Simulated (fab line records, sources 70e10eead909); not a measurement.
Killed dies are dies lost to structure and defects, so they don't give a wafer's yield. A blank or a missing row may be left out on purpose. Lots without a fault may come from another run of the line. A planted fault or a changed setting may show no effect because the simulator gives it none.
Chamber matching | flow nand_harc | NHARC_A_STAIRCASE_ALD_415 on ald_hk-01: 4 sister chambers
The step deposits SiO2, target thk 30 nm, pulse time 6 s, ald cycles 300. 14 wafers are shown with their chamber, then 7 later ones without.

WAFERS WITH THEIR CHAMBER
wafer  | chamber | heater_power_w (W) | precursor_pulse_height_rel
L075.3 | 1       | 467                | 0.995
L075.4 | 0       | 500                | 0.977
L075.5 | 0       | 490                | 0.974
L077.1 | 3       | 479                | 1.002
L077.4 | 0       | 490                | 1.000
L077.6 | 0       | 495                | 0.997
L076.1 | 3       | 472                | 0.971
L076.2 | 1       | 460                | 0.984
L076.4 | 0       | 482                | 1.038
L079.1 | 3       | 482                | 0.989
L079.2 | 2       | 512                | 1.007
L079.6 | 0       | 492                | 1.000
L089.1 | 0       | 494                | 1.019
L089.3 | 1       | 460                | 0.997

SIGNATURES (means of the wafers above)
reading                    | chamber 0 | chamber 1 | chamber 2 | chamber 3 | scatter within a chamber
heater_power_w             | 491.86    | 462.33    | 512.00    | 477.67    | 5.2
precursor_pulse_height_rel | 1.00071   | 0.99200   | 1.00700   | 0.98733   | 0.019
Rule: a wafer's distance from a chamber is the root of the sum, over the readings, of the square of ((its reading less the chamber's mean) divided by the reading's scatter). The wafer belongs to the nearest chamber; if the next one is less than 2 further off, it can't be placed. The scatter: the root of (the sum of the squares of (reading less its chamber's mean) over the shown wafers, divided by (wafers less chambers)).

WAFERS WITHOUT THEIR CHAMBER
wafer  | heater_power_w (W) | precursor_pulse_height_rel
L089.6 | 482                | 1.001
L091.3 | 517                | 1.019
L091.5 | 522                | 0.998
L091.6 | 453                | 0.954
L093.1 | 462                | 0.964
L093.2 | 495                | 0.997
L093.6 | 463                | 1.002

WHICH CHAMBER EACH WENT THROUGH
wafer  | from the rows above     | in truth
L089.6 | can't be placed: 3 or 0 | 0
L091.3 | 2                       | 2
L091.5 | 2                       | 2
L091.6 | 1                       | 1
L093.1 | can't be placed: 1 or 3 | 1
L093.2 | 0                       | 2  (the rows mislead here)
L093.6 | 1                       | 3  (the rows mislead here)
Placed correctly: 3 of 7. Can't be placed from these rows: 2 (the true chamber is among the candidates in 2). Placed wrongly: 2.
